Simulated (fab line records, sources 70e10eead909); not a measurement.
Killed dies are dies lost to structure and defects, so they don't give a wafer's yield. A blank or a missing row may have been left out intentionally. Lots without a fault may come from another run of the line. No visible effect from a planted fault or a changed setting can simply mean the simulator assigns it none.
Which of the tools did it? -- flow nand harc -- 36 wafers from 12 lots sampled at 2 of the route's 1302 steps

## WHAT EACH GAUGE READ, for each wafer
NHARC_P_BONDPAD_INSPECT_23.
lot,measured,on,raw defect count
L075,day 7 03:38,defect inspect-01,339 157 259
L077,day 7 23:17,defect inspect-02,385 336 516
L079,day 9 01:44,defect inspect-01,353 376 520
L081,day 9 16:05,defect inspect-02,486 336 447
L083,day 10 17:50,defect inspect-02,307 395 330
L084,day 11 09:50,defect inspect-02,426 920 401
L087,day 12 01:57,defect inspect-02,410 468 278
L089,day 13 00:15,defect inspect-02,135 202 145
L091,day 13 23:13,defect inspect-02,305 359 227
L093,day 14 14:50,defect inspect-01,556 207 508
L094,day 15 13:04,defect inspect-01,439 579 681
L097,day 16 15:49,defect inspect-01,239 240 362

## WHAT TOOL EACH LOT RAN ON (gives the tool, then ch and the chambers of the sampled wafers, and finally the start)
lot,NHARC_P_M1_DESCUM_14
L075,"rie diel-10 ch 0,1,3, day 6 16:31"
L077,"rie diel-07 ch 0,2, day 7 11:40"
L079,"rie diel-07 ch 0,3, day 8 14:26"
L081,"rie diel-07 ch 0,3, day 9 04:43"
L083,"rie diel-10 ch 0,1,2, day 10 06:34"
L084,"rie diel-07 ch 0,2,3, day 10 22:38"
L087,"rie diel-10 ch 0,1, day 11 14:32"
L089,"rie diel-10 ch 0,3, day 12 12:41"
L091,"rie diel-13 ch 0,2,3, day 13 11:56"
L093,"rie diel-10 ch 1,2,3, day 14 03:20"
L094,"rie diel-10 ch 2,3, day 15 01:45"
L097,"rie diel-10 ch 0,3, day 16 04:41"
- NHARC_P_M1_DESCUM_14: chemistry O2, time 3 s.

## THE ANSWER, worked out from the rows above alone
Rule: what is usual is taken from the lots themselves. Put in order of their means at a reading, lots are off if they are a third of the lots or fewer, leave a main group of 4 or more, and stand apart from it by a gap of 3 or more times the standard deviation of the main group's means; of several such gaps the widest counts. A main group whose means are all the same, to the digits that the tables above print for the reading, isn't used. Also off: a lot with no number at a reading for which 4 or more lots have one. Any other lot the step has rows for is counted as sound.
No lot is off at any reading shown: from this, nothing can be told.

## WHAT THE SIMULATOR HAD INSERTED
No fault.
